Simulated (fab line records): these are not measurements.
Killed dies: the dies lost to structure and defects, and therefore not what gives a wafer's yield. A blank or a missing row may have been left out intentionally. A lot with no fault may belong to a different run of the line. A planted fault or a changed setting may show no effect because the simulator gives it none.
Chamber matching / flow n5-finfet / N5_BEOL_M13_CMP_49 on cmp-04 has 4 sister chambers
The step polishes, stops on SiOC, t overpolish 17.1 s, target thk 420 nm. 15 wafers are shown with their chamber, then 7 later ones without.

== WAFERS, EACH WITH ITS CHAMBER ==
wafer=L075.3; chamber=3; motor-current-A (A)=6.0; barrier-field-endpoint-s (s)=31.2; overpolish-run-s (s)=17.107
wafer=L075.4; chamber=2; motor-current-A (A)=6.4; barrier-field-endpoint-s (s)=30.3; overpolish-run-s (s)=17.094
wafer=L076.3; chamber=3; motor-current-A (A)=6.0; barrier-field-endpoint-s (s)=31.5; overpolish-run-s (s)=17.100
wafer=L076.4; chamber=1; motor-current-A (A)=5.9; barrier-field-endpoint-s (s)=30.2; overpolish-run-s (s)=17.111
wafer=L080.1; chamber=2; motor-current-A (A)=5.7; barrier-field-endpoint-s (s)=31.3; overpolish-run-s (s)=17.096
wafer=L080.4; chamber=1; motor-current-A (A)=5.7; barrier-field-endpoint-s (s)=31.3; overpolish-run-s (s)=17.107
wafer=L079.2; chamber=0; motor-current-A (A)=6.6; barrier-field-endpoint-s (s)=30.2; overpolish-run-s (s)=17.093
wafer=L079.3; chamber=3; motor-current-A (A)=6.0; barrier-field-endpoint-s (s)=31.6; overpolish-run-s (s)=17.107
wafer=L086.1; chamber=3; motor-current-A (A)=6.1; barrier-field-endpoint-s (s)=30.6; overpolish-run-s (s)=17.099
wafer=L086.3; chamber=1; motor-current-A (A)=5.7; barrier-field-endpoint-s (s)=29.8; overpolish-run-s (s)=17.100
wafer=L087.2; chamber=3; motor-current-A (A)=6.3; barrier-field-endpoint-s (s)=31.1; overpolish-run-s (s)=17.105
wafer=L087.4; chamber=1; motor-current-A (A)=5.5; barrier-field-endpoint-s (s)=30.3; overpolish-run-s (s)=17.100
wafer=L089.3; chamber=3; motor-current-A (A)=6.2; barrier-field-endpoint-s (s)=31.0; overpolish-run-s (s)=17.108
wafer=L089.4; chamber=0; motor-current-A (A)=6.6; barrier-field-endpoint-s (s)=29.8; overpolish-run-s (s)=17.109
wafer=L091.1; chamber=3; motor-current-A (A)=6.2; barrier-field-endpoint-s (s)=30.5; overpolish-run-s (s)=17.101

SIGNATURES (means of the wafers above)
reading=motor-current-A; chamber 0=6.600; chamber 1=5.700; chamber 2=6.050; chamber 3=6.114; scatter within a chamber=0.194
reading=barrier-field-endpoint-s; chamber 0=30.000; chamber 1=30.400; chamber 2=30.800; chamber 3=31.071; scatter within a chamber=0.508
reading=overpolish-run-s; chamber 0=17.10100; chamber 1=17.10450; chamber 2=17.09500; chamber 3=17.10386; scatter within a chamber=0.00526
Rule: a wafer's distance from a chamber is the root of the sum, over the readings, of the square of ((its reading less the chamber's mean) divided by the reading's scatter). If the next closest chamber is less than 2 further off than the closest, the wafer can't be placed; otherwise it belongs to the closest. The scatter: take each reading less its chamber's mean, square it, sum over the shown wafers, divide by the number of wafers less the number of chambers, and take the root.

== WAFERS WITH NO CHAMBER GIVEN ==
wafer=L091.2; motor-current-A (A)=5.8; barrier-field-endpoint-s (s)=29.3; overpolish-run-s (s)=17.093
wafer=L091.4; motor-current-A (A)=6.4; barrier-field-endpoint-s (s)=30.4; overpolish-run-s (s)=17.089
wafer=L092.2; motor-current-A (A)=6.3; barrier-field-endpoint-s (s)=30.2; overpolish-run-s (s)=17.109
wafer=L092.4; motor-current-A (A)=5.1; barrier-field-endpoint-s (s)=30.1; overpolish-run-s (s)=17.107
wafer=L093.1; motor-current-A (A)=6.3; barrier-field-endpoint-s (s)=30.3; overpolish-run-s (s)=17.113
wafer=L093.4; motor-current-A (A)=6.2; barrier-field-endpoint-s (s)=30.7; overpolish-run-s (s)=17.091
wafer=L097.4; motor-current-A (A)=6.0; barrier-field-endpoint-s (s)=30.7; overpolish-run-s (s)=17.097

== CHAMBER TAKEN BY EACH ==
wafer=L091.2; from the rows above=can't be placed: 1 or 2 or 3 or 0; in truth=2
wafer=L091.4; from the rows above=can't be placed: 2 or 0 or 3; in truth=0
wafer=L092.2; from the rows above=can't be placed: 3 or 0 or 2 or 1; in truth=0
wafer=L092.4; from the rows above=1; in truth=1
wafer=L093.1; from the rows above=can't be placed: 3 or 0 or 1 or 2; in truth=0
wafer=L093.4; from the rows above=can't be placed: 2 or 3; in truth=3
wafer=L097.4; from the rows above=can't be placed: 2 or 3 or 1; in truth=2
Placed correctly: 1 of 7. From these rows, 6 cannot be placed; in 6 the true chamber is one of the candidates. Wrongly placed: 0.
